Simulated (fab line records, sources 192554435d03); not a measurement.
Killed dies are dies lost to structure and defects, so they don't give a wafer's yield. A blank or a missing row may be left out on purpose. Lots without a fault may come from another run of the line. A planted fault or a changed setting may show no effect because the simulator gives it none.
One fault seen from 2 desks | flow n5_finfet | each desk has only its own numbers; what lay behind them comes last
Where a reading is given only as a bound, like >300, the bound stands for it, and a mean or a difference that rests on one is marked > or <: the true number lies beyond.

THE DEFECT DESK
What the inspections along the route counted, lot by lot: means of the sampled wafers that have a number. A lot is out of limits, marked OUT, if its mean lies more than 4 standard deviations from the usual mean; the brackets give that distance.
Columns: A = raw_defect_count at N5_SD_EPI_N_INSPECT_26, usual 197; B = raw_defect_count at N5_SD_EPI_P_INSPECT_11, usual 2.1; C = raw_defect_count at N5_SD_EPI_P_INSPECT_26, usual 170; D = raw_defect_count at N5_SD_ACTIVATION_INSPECT_02, usual 173
lot  | first seen here | A              | B                      | C              | D
L583 | day 4 05:11     | 218            | 2.0                    | 207            | 203
L584 | day 4 07:02     | 210            | 1.0                    | 143            | 140
L589 | day 5 13:35     | 233            | 3.5                    | 212            | 207
L591 | day 6 00:44     | 541 (+9.6) OUT | >300 (+99 or more) OUT | 509 (+9.7) OUT | 518 (+9.6) OUT
L592 | day 6 11:45     | 507 (+8.6) OUT | >300 (+99 or more) OUT | 469 (+8.6) OUT | 488 (+8.8) OUT
L600 | day 8 08:04     | 192            | 2.3                    | 163            | 174
L601 | day 8 11:36     | 183            | 3.0                    | 157            | 159
L603 | day 9 00:30     | 174            | 2.0                    | 144            | 151
This desk's finding: out of limits on L591, L592; first on L591, day 6 00:44 (raw_defect_count at N5_SD_EPI_N_INSPECT_26). In limits: L583, L584, L589, L600, L601, L603.

THE METROLOGY DESK
What the gauges read, lot by lot, whatever tool the lot ran on: means of the sampled wafers that have a number. A lot is out of limits, marked OUT, if its mean lies more than 4 standard deviations from the usual mean; the brackets give that distance. Of its 11 readings 7 are shown: those that lie furthest out on some lot.
Columns: A = DIBL_N at N5_BEOL_M4_RC_MEAS_101, usual 36.4 mV/V; B = DIBL_P at N5_BEOL_M4_RC_MEAS_101, usual 35.8 mV/V; C = IOFF_N at N5_BEOL_M4_RC_MEAS_101, usual 0.158 nA/um; D = IOFF_P at N5_BEOL_M4_RC_MEAS_101, usual 0.21 nA/um; E = ION_N at N5_BEOL_M4_RC_MEAS_101, usual 676 uA/um; F = ION_P at N5_BEOL_M4_RC_MEAS_101, usual 465 uA/um; G = VT_N at N5_BEOL_M4_RC_MEAS_101, usual 249.8 mV
lot  | first seen here | A    | B    | C     | D    | E   | F   | G
L583 | day 4 00:35     | 36.8 | 37.3 | 0.152 | 0.18 | 657 | 445 | 251.6
L584 | day 4 02:37     | 37.9 | 38.6 | 0.185 | 0.22 | 694 | 469 | 247.2
L589 | day 5 08:19     | 36.2 | 37.0 | 0.169 | 0.27 | 682 | 477 | 248.3
L591 | day 5 20:31     | 39.5 | 37.9 | 0.193 | 0.27 | 701 | 479 | 244.9
L592 | day 6 07:42     | 36.1 | 35.9 | 0.149 | 0.18 | 672 | 458 | 250.6
L600 | day 8 04:04     | 37.7 | 36.1 | 0.179 | 0.21 | 669 | 457 | 248.4
L601 | day 8 06:49     | 36.5 | 36.5 | 0.155 | 0.22 | 682 | 470 | 250.5
L603 | day 8 20:13     | 31.8 | 31.8 | 0.109 | 0.16 | 662 | 460 | 254.5
This desk's finding: nothing out of limits on any of the 8 lots.

PUT TOGETHER
The defect desk could have raised an alarm at day 6 00:44, on L591, L592.
The metrology desk saw nothing out of limits.
The metrology desk has L591, L592 on record, within its limits.
Of the lots named, all ran N5_SD_EPI_N_STRIP_18 on wet_bench-04.

WHAT THE SIMULATOR HAD PUT IN
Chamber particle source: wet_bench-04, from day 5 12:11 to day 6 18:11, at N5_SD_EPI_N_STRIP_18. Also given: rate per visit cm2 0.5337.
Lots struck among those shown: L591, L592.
Hours from the fault's start to each desk's first reading out of limits: the defect desk, 13.
